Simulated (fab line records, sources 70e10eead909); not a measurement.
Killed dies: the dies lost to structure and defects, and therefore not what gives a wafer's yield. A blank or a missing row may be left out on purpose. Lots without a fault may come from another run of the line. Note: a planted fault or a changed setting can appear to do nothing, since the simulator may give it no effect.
Chamber matching || flow nand harc || 4 sister chambers for NHARC_A_STAIRCASE_TRIM_220 on rie diel-10
The step chemistry O2, time 211.2 s. 8 wafers are shown with their chamber, then 12 later ones without.

WAFERS WITH THEIR CHAMBER
{"wafer": "L085.2", "chamber": 0, "drypump motor current A (A)": 6.3, "showerhead plenum p Torr (Torr)": 3.48}
{"wafer": "L085.5", "chamber": 1, "drypump motor current A (A)": 6.1, "showerhead plenum p Torr (Torr)": 3.43}
{"wafer": "L086.4", "chamber": 1, "drypump motor current A (A)": 6.2, "showerhead plenum p Torr (Torr)": 3.43}
{"wafer": "L086.5", "chamber": 3, "drypump motor current A (A)": 6.2, "showerhead plenum p Torr (Torr)": 3.56}
{"wafer": "L086.6", "chamber": 2, "drypump motor current A (A)": 5.5, "showerhead plenum p Torr (Torr)": 3.80}
{"wafer": "L087.3", "chamber": 2, "drypump motor current A (A)": 5.5, "showerhead plenum p Torr (Torr)": 3.80}
{"wafer": "L087.4", "chamber": 3, "drypump motor current A (A)": 6.2, "showerhead plenum p Torr (Torr)": 3.56}
{"wafer": "L087.6", "chamber": 0, "drypump motor current A (A)": 6.3, "showerhead plenum p Torr (Torr)": 3.47}

WAFERS WITH NO CHAMBER GIVEN
{"wafer": "L089.2", "drypump motor current A (A)": 6.2, "showerhead plenum p Torr (Torr)": 3.42}
{"wafer": "L089.3", "drypump motor current A (A)": 6.2, "showerhead plenum p Torr (Torr)": 3.56}
{"wafer": "L089.4", "drypump motor current A (A)": 6.3, "showerhead plenum p Torr (Torr)": 3.47}
{"wafer": "L090.4", "drypump motor current A (A)": 6.1, "showerhead plenum p Torr (Torr)": 3.55}
{"wafer": "L090.5", "drypump motor current A (A)": 5.5, "showerhead plenum p Torr (Torr)": 3.79}
{"wafer": "L090.6", "drypump motor current A (A)": 6.1, "showerhead plenum p Torr (Torr)": 3.55}
{"wafer": "L097.2", "drypump motor current A (A)": 6.1, "showerhead plenum p Torr (Torr)": 3.41}
{"wafer": "L097.4", "drypump motor current A (A)": 6.3, "showerhead plenum p Torr (Torr)": 3.46}
{"wafer": "L097.6", "drypump motor current A (A)": 6.2, "showerhead plenum p Torr (Torr)": 3.41}
{"wafer": "L097.1", "drypump motor current A (A)": 6.1, "showerhead plenum p Torr (Torr)": 3.54}
{"wafer": "L097.3", "drypump motor current A (A)": 6.3, "showerhead plenum p Torr (Torr)": 3.46}
{"wafer": "L097.5", "drypump motor current A (A)": 6.2, "showerhead plenum p Torr (Torr)": 3.54}

CHAMBER TAKEN BY EACH
{"wafer": "L089.2", "from the rows above": 1, "in truth": 1}
{"wafer": "L089.3", "from the rows above": 3, "in truth": 3}
{"wafer": "L089.4", "from the rows above": 0, "in truth": 0}
{"wafer": "L090.4", "from the rows above": 3, "in truth": 3}
{"wafer": "L090.5", "from the rows above": 2, "in truth": 2}
{"wafer": "L090.6", "from the rows above": 3, "in truth": 3}
{"wafer": "L097.2", "from the rows above": 1, "in truth": 1}
{"wafer": "L097.4", "from the rows above": 0, "in truth": 0}
{"wafer": "L097.6", "from the rows above": 1, "in truth": 1}
{"wafer": "L097.1", "from the rows above": 3, "in truth": 3}
{"wafer": "L097.3", "from the rows above": 0, "in truth": 0}
{"wafer": "L097.5", "from the rows above": 3, "in truth": 3}
Correct placement for 12 of the 12. Left unplaced by these rows: 0. Wrongly placed: 0.
How it was worked out, from the rows above alone: a wafer's distance from a chamber is the root of the sum, over the readings, of the square of ((its reading less the chamber's mean) divided by the reading's scatter). The wafer belongs to the nearest chamber; if the next one is less than 2 further off, it can't be placed. For every chamber, the mean is computed from those of its wafers that are shown. The scatter: take each reading less its chamber's mean, square it, sum over the shown wafers, divide by the number of wafers less the number of chambers, and take the root.
